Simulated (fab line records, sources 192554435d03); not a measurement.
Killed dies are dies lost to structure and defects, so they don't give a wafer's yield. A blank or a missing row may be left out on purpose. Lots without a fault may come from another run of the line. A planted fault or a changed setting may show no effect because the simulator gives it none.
Which tool did it? | flow n5_finfet | 24 lots, 72 wafers sampled, at 6 steps of a route of 1938

WHAT THE GAUGES READ, wafer by wafer
N5_BEOL_M6_OVL_MEAS_12.
lot  | measured     | on         | M6_OVL (nm)
L074 | day 9 18:11  | overlay-01 | -1.0 -0.8 0.2
L076 | day 10 02:51 | overlay-01 | -0.4 -1.5 -1.4
L075 | day 10 03:42 | overlay-01 | 0.8 0.3 1.2
L079 | day 11 01:14 | overlay-01 | -0.2 -0.1 0.0
L077 | day 11 01:26 | overlay-02 | -0.6 -0.2 -0.9
L078 | day 11 04:50 | overlay-01 | 0.8 -1.3 -0.4
L081 | day 11 05:03 | overlay-01 | 0.8 0.8 0.2
L080 | day 11 10:37 | overlay-02 | 0.3 1.5 -0.9
L083 | day 12 01:12 | overlay-01 | -0.8 -0.5 -0.3
L082 | day 12 11:03 | overlay-01 | 0.4 0.0 -0.3
L084 | day 12 15:56 | overlay-02 | 0.5 -0.5 -0.2
L086 | day 13 02:58 | overlay-02 | 0.1 -1.0 0.4
L085 | day 13 02:49 | overlay-01 | 1.0 0.1 0.8
L087 | day 13 06:53 | overlay-02 | -0.8 -0.7 -0.7
L089 | day 13 07:05 | overlay-02 | 0.0 -1.1 0.0
L088 | day 13 23:07 | overlay-02 | -0.3 0.0 0.5
L090 | day 14 02:52 | overlay-02 | -0.8 -0.4 -0.9
L091 | day 14 03:05 | overlay-01 | 0.3 0.9 0.6
L092 | day 14 10:40 | overlay-02 | -0.4 0.3 0.2
L093 | day 14 11:06 | overlay-01 | -0.8 0.0 -1.4
L094 | day 14 21:30 | overlay-01 | 1.1 1.4 0.7
L095 | day 15 20:24 | overlay-01 | 0.2 -0.1 0.2
L096 | day 16 00:28 | overlay-02 | -0.4 -1.0 0.4
L097 | day 16 04:51 | overlay-01 | -1.1 -0.6 0.4

WHICH TOOL RAN EACH LOT (tool, then ch and the chambers of the sampled wafers, then the start)
lot  | N5_BEOL_M5_ETCH_75                 | N5_BEOL_M5_STRIP_91                           | N5_BEOL_M5_ALD_86                   | N5_BEOL_M6_ILD_DEP_00           | N5_BEOL_M6_CURE_74
L074 | rie_diel-06 ch 1,3, day 9 07:16    | rie_diel-06 ch 1,3, day 9 08:39 or earlier    | ald_metal-03 ch 0,1,3, day 9 08:39  | pecvd-01 ch 0,1, day 9 14:48    | uv_cure-02 ch 1, day 9 14:52
L076 | rie_diel-05 ch 0,2, day 9 08:58    | rie_diel-05 ch 0,2, day 9 10:12 or earlier    | ald_metal-02 ch 0,1,2, day 9 10:12  | pecvd-01 ch 0,1,2, day 10 01:32 | uv_cure-01 ch 1, day 10 01:41
L075 | rie_diel-02 ch 1,3, day 9 19:30    | rie_diel-02 ch 1,3, day 9 20:35 or earlier    | ald_metal-02 ch 2,3, day 9 20:35    | pecvd-04 ch 1,2, day 10 02:34   | uv_cure-03 ch 1, day 10 02:38
L079 | rie_diel-02 ch 0,1,2, day 10 12:46 | rie_diel-02 ch 0,1,2, day 10 14:04 or earlier | ald_metal-03 ch 0,3, day 10 14:04   | pecvd-01 ch 0,1,2, day 10 20:08 | uv_cure-02 ch 2, day 10 20:25
L077 | rie_diel-05 ch 2,3, day 10 12:57   | rie_diel-05 ch 2,3, day 10 14:34 or earlier   | ald_metal-04 ch 0,1,2, day 10 14:34 | pecvd-04 ch 0,2, day 10 20:56   | uv_cure-02 ch 1, day 10 20:59
L078 | rie_diel-06 ch 0,1,3, day 10 19:10 | rie_diel-06 ch 0,1,3, day 10 20:11 or earlier | ald_metal-02 ch 0,1, day 10 20:11   | pecvd-01 ch 1,2, day 11 02:21   | uv_cure-03 ch 1, day 11 02:25
L081 | rie_diel-05 ch 0,2,3, day 10 19:11 | rie_diel-05 ch 0,2,3, day 10 20:21 or earlier | ald_metal-04 ch 0,2,3, day 10 20:21 | pecvd-01 ch 0,1,2, day 11 03:13 | uv_cure-01 ch 2, day 11 03:17
L080 | rie_diel-06 ch 0,1,3, day 11 00:56 | rie_diel-06 ch 0,1,3, day 11 02:11 or earlier | ald_metal-02 ch 0,1,3, day 11 02:11 | pecvd-03 ch 0,1, day 11 08:28   | uv_cure-02 ch 0, day 11 08:38
L083 | rie_diel-05 ch 0,3, day 11 11:52   | rie_diel-05 ch 0,3, day 11 14:28 or earlier   | ald_metal-04 ch 0,1, day 11 14:28   | pecvd-01 ch 0,2, day 11 21:18   | uv_cure-03 ch 2, day 11 21:22
L082 | rie_diel-06 ch 0,3, day 11 19:02   | rie_diel-06 ch 0,3, day 11 20:25 or earlier   | ald_metal-03 ch 0,1,2, day 11 20:25 | pecvd-03 ch 1,2, day 12 07:16   | uv_cure-01 ch 2, day 12 07:36
L084 | rie_diel-06 ch 0,3, day 12 03:41   | rie_diel-06 ch 0,3, day 12 04:46 or earlier   | ald_metal-02 ch 0,3, day 12 04:46   | pecvd-03 ch 1,2, day 12 13:41   | uv_cure-01 ch 0, day 12 13:49
L086 | rie_diel-05 ch 0,2,3, day 12 10:11 | rie_diel-05 ch 0,2,3, day 12 11:29 or earlier | ald_metal-04 ch 0,1,3, day 12 11:29 | pecvd-01 ch 1,2, day 12 22:19   | uv_cure-02 ch 1, day 12 22:42
L085 | rie_diel-06 ch 1,2,3, day 12 10:20 | rie_diel-06 ch 1,2,3, day 12 11:20 or earlier | ald_metal-02 ch 0,1,2, day 12 11:20 | pecvd-01 ch 0,1, day 12 22:11   | uv_cure-01 ch 2, day 12 22:24
L087 | rie_diel-05 ch 0,2,3, day 12 18:26 | rie_diel-05 ch 0,2,3, day 12 19:39 or earlier | ald_metal-04 ch 2,3, day 12 19:39   | pecvd-04 ch 1,2, day 13 04:07   | uv_cure-03 ch 1, day 13 04:25
L089 | rie_diel-02 ch 1,2,3, day 12 18:30 | rie_diel-02 ch 1,2,3, day 12 19:40 or earlier | ald_metal-03 ch 0,1, day 12 19:40   | pecvd-04 ch 1,2, day 13 04:36   | uv_cure-03 ch 1, day 13 04:49
L088 | rie_diel-06 ch 1,2, day 13 12:51   | rie_diel-06 ch 1,2, day 13 14:08 or earlier   | ald_metal-03 ch 0,3, day 13 14:08   | pecvd-01 ch 0,1,2, day 13 20:52 | uv_cure-02 ch 1, day 13 20:55
L090 | rie_diel-02 ch 0,1,3, day 13 15:56 | rie_diel-02 ch 0,1,3, day 13 17:35 or earlier | ald_metal-03 ch 0,1,3, day 13 17:35 | pecvd-03 ch 1,2, day 13 23:53   | uv_cure-01 ch 1, day 13 23:58
L091 | rie_diel-06 ch 0,1,2, day 13 16:23 | rie_diel-06 ch 0,1,2, day 13 17:44 or earlier | ald_metal-04 ch 0,1,2, day 13 17:44 | pecvd-01 ch 1,2, day 14 00:20   | uv_cure-03 ch 0, day 14 00:29
L092 | rie_diel-06 ch 0,2, day 13 22:04   | rie_diel-06 ch 0,2, day 13 23:13 or earlier   | ald_metal-03 ch 0,2,3, day 13 23:13 | pecvd-03 ch 0,1, day 14 07:01   | uv_cure-03 ch 2, day 14 07:16
L093 | rie_diel-02 ch 0,2,3, day 14 01:43 | rie_diel-02 ch 0,2,3, day 14 03:20 or earlier | ald_metal-04 ch 1,2,3, day 14 03:20 | pecvd-03 ch 0,1, day 14 09:28   | uv_cure-01 ch 2, day 14 09:38
L094 | rie_diel-05 ch 0,2,3, day 14 10:49 | rie_diel-05 ch 0,2,3, day 14 13:27 or earlier | ald_metal-04 ch 1,2, day 14 13:27   | pecvd-01 ch 0,1,2, day 14 19:34 | uv_cure-01 ch 1, day 14 19:43
L095 | rie_diel-06 ch 1,2, day 15 08:08   | rie_diel-06 ch 1,2, day 15 09:16 or earlier   | ald_metal-02 ch 0,3, day 15 09:16   | pecvd-03 ch 0,1, day 15 16:57   | uv_cure-02 ch 0, day 15 17:01
L096 | rie_diel-05 ch 2,3, day 15 14:27   | rie_diel-05 ch 2,3, day 15 15:49 or earlier   | ald_metal-03 ch 1,3, day 15 15:49   | pecvd-04 ch 0,1, day 15 21:59   | uv_cure-03 ch 1, day 15 22:08
L097 | rie_diel-05 ch 0,2,3, day 15 20:03 | rie_diel-05 ch 0,2,3, day 15 21:07 or earlier | ald_metal-03 ch 0,3, day 15 21:07   | pecvd-03 ch 0,1, day 16 03:03   | uv_cure-01 ch 2, day 16 03:07
- N5_BEOL_M5_ETCH_75: etches underlayer in N2/H2, target depth 6.5 nm, time 5.2 s.
- N5_BEOL_M5_STRIP_91: strips in N2/H2, time 10 s.
- N5_BEOL_M5_ALD_86: deposits TaN, pulse time 2 s, purge time 3 s, co reactant purge time 2 s.
- N5_BEOL_M6_ILD_DEP_00: deposits SiCOH lowk from DEMS/porogen, target thk 179.75 nm, time 33.4 s.
- N5_BEOL_M6_CURE_74: cures SiCOH lowk, time 240 s.

WHAT THE TOOLS THEMSELVES READ (means of the sampled wafers that have a number; where no wafer has one, the mark that the record gives instead)
N5_BEOL_M5_ETCH_75.
lot  | tool        | drypump_motor_current_A (A) | etch_rf_on_time_s (s) | oes_product_au (a.u.) | rf_vpp_V (V) | showerhead_plenum_p_Torr (Torr) | throttle_valve_pct (%)
L074 | rie_diel-06 | 5.7                         | 5.19                  | 0.69                  | 522.2        | 2.46                            | 17.89
L076 | rie_diel-05 | 5.1                         | 5.26                  | 0.69                  | 524.6        | 2.60                            | 17.67
L075 | rie_diel-02 | 5.8                         | 5.11                  | 0.73                  | 526.0        | 2.62                            | 17.73
L079 | rie_diel-02 | 6.1                         | 5.16                  | 0.70                  | 524.9        | 2.61                            | 17.69
L077 | rie_diel-05 | 5.5                         | 5.28                  | 0.71                  | 523.5        | 2.54                            | 17.65
L078 | rie_diel-06 | 5.7                         | 5.17                  | 0.65                  | 522.2        | 2.48                            | 17.88
L081 | rie_diel-05 | 5.4                         | 5.26                  | 0.67                  | 525.0        | 2.59                            | 17.65
L080 | rie_diel-06 | 5.8                         | 5.23                  | 0.64                  | 521.3        | 2.48                            | 17.88
L083 | rie_diel-05 | 5.5                         | 5.33                  | 0.62                  | 526.8        | 2.65                            | 17.61
L082 | rie_diel-06 | 6.0                         | 5.28                  | 0.64                  | 522.4        | 2.47                            | 17.94
L084 | rie_diel-06 | 5.9                         | 5.26                  | 0.62                  | 522.1        | 2.47                            | 17.95
L086 | rie_diel-05 | 5.4                         | 5.29                  | 0.66                  | 524.2        | 2.59                            | 17.67
L085 | rie_diel-06 | 5.9                         | 5.20                  | 0.72                  | 522.4        | 2.46                            | 17.82
L087 | rie_diel-05 | 5.4                         | 5.32                  | 0.66                  | 524.2        | 2.59                            | 17.66
L089 | rie_diel-02 | 5.7                         | 5.12                  | 0.69                  | 526.4        | 2.57                            | 17.77
L088 | rie_diel-06 | 6.1                         | 5.23                  | 0.76                  | 522.0        | 2.48                            | 17.72
L090 | rie_diel-02 | 5.6                         | 5.14                  | 0.68                  | 525.6        | 2.57                            | 17.63
L091 | rie_diel-06 | 6.0                         | 5.13                  | 0.76                  | 522.8        | 2.48                            | 17.63
L092 | rie_diel-06 | 6.5                         | 5.17                  | 0.80                  | 522.0        | 2.50                            | 17.59
L093 | rie_diel-02 | 5.5                         | 5.15                  | 0.66                  | 522.2        | 2.52                            | 17.66
L094 | rie_diel-05 | 5.4                         | 5.26                  | 0.66                  | 524.2        | 2.58                            | 17.69
L095 | rie_diel-06 | 5.7                         | 5.27                  | 0.69                  | 521.7        | 2.45                            | 17.79
L096 | rie_diel-05 | 5.6                         | 5.24                  | 0.65                  | 525.5        | 2.58                            | 17.66
L097 | rie_diel-05 | 5.4                         | 5.33                  | 0.64                  | 524.5        | 2.58                            | 17.71

N5_BEOL_M5_STRIP_91.
lot  | tool        | bias_power_w (W) | drypump_motor_current_A (A) | oes_product_au (a.u.) | rf_vpp_V (V) | showerhead_plenum_p_Torr (Torr) | throttle_valve_pct (%)
L074 | rie_diel-06 | 7.014            | 5.6                         | 0.80                  | 57.7         | 2.45                            | 23.66
L076 | rie_diel-05 | 7.022            | 5.1                         | 0.80                  | 59.3         | 2.59                            | 23.38
L075 | rie_diel-02 | 7.000            | 5.8                         | 0.86                  | 59.5         | 2.62                            | 23.60
L079 | rie_diel-02 | 6.988            | 6.1                         | 0.82                  | 59.2         | 2.60                            | 23.48
L077 | rie_diel-05 | 7.018            | 5.5                         | 0.84                  | 59.6         | 2.54                            | 23.47
L078 | rie_diel-06 | 7.004            | 5.8                         | 0.77                  | 58.8         | 2.47                            | 23.63
L081 | rie_diel-05 | 6.978            | 5.4                         | 0.80                  | 59.8         | 2.59                            | 23.37
L080 | rie_diel-06 | 7.011            | 5.8                         | 0.76                  | 59.6         | 2.47                            | 23.64
L083 | rie_diel-05 | 7.020            | 5.5                         | 0.74                  | 59.5         | 2.64                            | 23.28
L082 | rie_diel-06 | 6.992            | 5.9                         | 0.75                  | 59.1         | 2.46                            | 23.72
L084 | rie_diel-06 | 6.983            | 6.0                         | 0.74                  | 59.1         | 2.46                            | 23.73
L086 | rie_diel-05 | 6.996            | 5.4                         | 0.78                  | 59.0         | 2.59                            | 23.39
L085 | rie_diel-06 | 7.013            | 5.9                         | 0.86                  | 59.4         | 2.46                            | 23.61
L087 | rie_diel-05 | 7.006            | 5.4                         | 0.78                  | 58.3         | 2.58                            | 23.39
L089 | rie_diel-02 | 6.979            | 5.7                         | 0.81                  | 59.6         | 2.57                            | 23.58
L088 | rie_diel-06 | 6.998            | 6.1                         | 0.89                  | 59.0         | 2.47                            | 23.53
L090 | rie_diel-02 | 6.985            | 5.6                         | 0.80                  | 59.6         | 2.56                            | 23.40
L091 | rie_diel-06 | 7.005            | 6.0                         | 0.90                  | 59.4         | 2.48                            | 23.46
L092 | rie_diel-06 | 6.978            | 6.5                         | 0.95                  | 59.1         | 2.49                            | 23.44
L093 | rie_diel-02 | 6.976            | 5.5                         | 0.78                  | 59.1         | 2.52                            | 23.37
L094 | rie_diel-05 | 7.008            | 5.4                         | 0.76                  | 59.3         | 2.58                            | 23.40
L095 | rie_diel-06 | 7.022            | 5.7                         | 0.82                  | 58.1         | 2.45                            | 23.57
L096 | rie_diel-05 | 6.993            | 5.6                         | 0.76                  | 58.9         | 2.58                            | 23.39
L097 | rie_diel-05 | 7.008            | 5.4                         | 0.76                  | 59.0         | 2.58                            | 23.41

N5_BEOL_M5_ALD_86.
lot  | tool         | heater_power_w (W)
L074 | ald_metal-03 | 411
L076 | ald_metal-02 | 460
L075 | ald_metal-02 | 461
L079 | ald_metal-03 | 383
L077 | ald_metal-04 | 382
L078 | ald_metal-02 | 448
L081 | ald_metal-04 | 399
L080 | ald_metal-02 | 464
L083 | ald_metal-04 | 386
L082 | ald_metal-03 | 397
L084 | ald_metal-02 | 478
L086 | ald_metal-04 | 405
L085 | ald_metal-02 | 468
L087 | ald_metal-04 | 418
L089 | ald_metal-03 | 434
L088 | ald_metal-03 | 388
L090 | ald_metal-03 | 404
L091 | ald_metal-04 | 380
L092 | ald_metal-03 | 373
L093 | ald_metal-04 | 405
L094 | ald_metal-04 | 400
L095 | ald_metal-02 | 475
L096 | ald_metal-03 | 401
L097 | ald_metal-03 | 343

N5_BEOL_M6_ILD_DEP_00.
lot  | tool     | heater_power_w (W) | showerhead_plenum_p_Torr (Torr) | throttle_valve_pct (%)
L074 | pecvd-01 | 307                | 5.734                           | 14.9
L076 | pecvd-01 | 308                | 5.740                           | 14.1
L075 | pecvd-04 | 304                | 5.729                           | 13.5
L079 | pecvd-01 | 297                | 5.746                           | 14.5
L077 | pecvd-04 | 307                | 5.746                           | 14.3
L078 | pecvd-01 | 301                | 5.750                           | 14.1
L081 | pecvd-01 | 301                | 5.734                           | 14.3
L080 | pecvd-03 | 264                | 5.722                           | 13.7
L083 | pecvd-01 | 274                | 5.736                           | 13.9
L082 | pecvd-03 | 290                | 5.720                           | 13.4
L084 | pecvd-03 | 279                | 5.730                           | 13.4
L086 | pecvd-01 | 300                | 5.736                           | 14.2
L085 | pecvd-01 | 312                | 5.734                           | 15.4
L087 | pecvd-04 | 340                | 5.739                           | 13.8
L089 | pecvd-04 | 337                | 5.729                           | 14.0
L088 | pecvd-01 | 310                | 5.735                           | 14.4
L090 | pecvd-03 | 287                | 5.717                           | 13.4
L091 | pecvd-01 | 309                | 5.740                           | 14.9
L092 | pecvd-03 | 296                | 5.723                           | 14.0
L093 | pecvd-03 | 303                | 5.734                           | 14.2
L094 | pecvd-01 | 304                | 5.733                           | 14.3
L095 | pecvd-03 | 301                | 5.725                           | 13.7
L096 | pecvd-04 | 300                | 5.739                           | 13.6
L097 | pecvd-03 | 295                | 5.737                           | 14.2

N5_BEOL_M6_CURE_74.
lot  | tool       | lamp_power_pct (%) | wafer_temp_C_max
L074 | uv_cure-02 | 52.33              | 386.5
L076 | uv_cure-01 | 52.29              | 386.2
L075 | uv_cure-03 | 52.31              | 386.6
L079 | uv_cure-02 | 52.38              | 387.2
L077 | uv_cure-02 | 52.31              | 386.7
L078 | uv_cure-03 | 52.31              | 386.4
L081 | uv_cure-01 | 52.28              | 386.7
L080 | uv_cure-02 | 52.33              | 386.2
L083 | uv_cure-03 | 52.33              | 386.6
L082 | uv_cure-01 | 52.27              | 387.4
L084 | uv_cure-01 | 52.29              | 386.4
L086 | uv_cure-02 | 52.33              | 386.5
L085 | uv_cure-01 | 52.26              | 386.9
L087 | uv_cure-03 | 52.31              | 386.4
L089 | uv_cure-03 | 52.34              | 386.5
L088 | uv_cure-02 | 52.33              | 386.4
L090 | uv_cure-01 | 52.30              | 386.6
L091 | uv_cure-03 | 52.32              | 386.4
L092 | uv_cure-03 | 52.32              | 387.0
L093 | uv_cure-01 | 52.33              | 387.3
L094 | uv_cure-01 | 52.31              | 386.5
L095 | uv_cure-02 | 52.25              | 386.2
L096 | uv_cure-03 | 52.29              | 386.5
L097 | uv_cure-01 | 52.34              | 387.6

THE ANSWER, worked out from the rows above alone
Rule: what is usual is taken from the lots themselves. Put in order of their means at a reading, lots are off if they are a third of the lots or fewer, leave a main group of 4 or more, and stand apart from it by a gap of 3 or more times the standard deviation of the main group's means; of several such gaps the widest counts. A main group whose means are all the same, to the digits that the tables above print for the reading, isn't used. A lot without any number at a reading at which 4 lots or more have one is off too. The other lots that the step has rows for count as sound. The gauges are gone through in route order, then the tools' own readings, and for those a lot's mean is taken as printed above. The first step at which some lot is off is used, and at that step the reading that is off furthest; a lot without a number counts as furthest.
No lot is off at any reading shown: from this, nothing can be told.

WHAT THE SIMULATOR HAD PUT IN
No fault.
